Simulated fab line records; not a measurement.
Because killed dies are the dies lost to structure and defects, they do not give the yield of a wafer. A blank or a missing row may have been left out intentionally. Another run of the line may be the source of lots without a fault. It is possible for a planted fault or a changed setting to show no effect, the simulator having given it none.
Chamber matching -- flow nand_harc -- NHARC_P_BONDPAD_ETCH_12 on rie_diel-13 has 4 sister chambers
The step etches the open film in CHF3/O2, target depth 200 nm, time 100 s. 17 wafers are shown with their chamber, then 8 later ones without.

WAFERS PAIRED WITH THEIR CHAMBERS
wafer,chamber,showerhead_plenum_p_Torr (Torr),rf_vpp_V (V),oes_product_au (a.u.)
L776.1,2,2.55,373.4,0.958
L776.4,0,2.56,373.2,0.967
L776.6,0,2.56,373.8,0.966
L777.4,3,2.34,368.3,0.920
L777.5,1,2.56,374.7,0.927
L777.6,0,2.56,376.0,0.921
L778.1,3,2.34,370.1,0.964
L778.3,0,2.56,374.3,0.973
L778.6,0,2.56,373.0,0.968
L782.1,3,2.34,368.7,0.932
L782.5,3,2.34,369.4,0.935
L782.6,2,2.54,373.9,0.928
L783.1,1,2.56,373.5,0.916
L783.6,1,2.56,373.7,0.926
L785.4,1,2.56,373.2,0.852
L785.5,3,2.34,370.1,0.923
L796.3,1,2.56,372.2,0.988

SIGNATURES (averages over the wafers above)
reading,chamber 0,chamber 1,chamber 2,chamber 3,scatter within a chamber
showerhead_plenum_p_Torr,2.5600,2.5600,2.5450,2.3400,0.00196
rf_vpp_V,374.060,373.460,373.650,369.320,0.952
oes_product_au,0.95900,0.92180,0.94300,0.93480,0.0314
Rule: a wafer's distance from a chamber is the root of the sum, over the readings, of the square of ((its reading less the chamber's mean) divided by the reading's scatter). If the next closest chamber is less than 2 further off than the closest, the wafer can't be placed; otherwise it belongs to the closest. The scatter: take each reading less its chamber's mean, square it, sum over the shown wafers, divide by the number of wafers less the number of chambers, and take the root.

WAFERS MISSING THEIR CHAMBER
wafer,showerhead_plenum_p_Torr (Torr),rf_vpp_V (V),oes_product_au (a.u.)
L796.5,2.54,372.7,0.960
L796.6,2.34,369.0,0.951
L797.2,2.54,371.6,0.912
L797.3,2.34,369.1,0.916
L797.5,2.54,373.0,0.916
L798.1,2.56,374.1,0.935
L798.2,2.54,372.6,0.933
L798.4,2.34,369.5,0.947

WHICH CHAMBER EACH WENT THROUGH
wafer,from the rows above,in truth
L796.5,2,2
L796.6,3,3
L797.2,2,2
L797.3,3,3
L797.5,2,2
L798.1,can't be placed: 0 or 1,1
L798.2,2,2
L798.4,3,3
7 of 8 placed correctly. Cannot be placed on the basis of these rows: 1; the candidates contain the true chamber in 1. Number placed wrongly: 0.
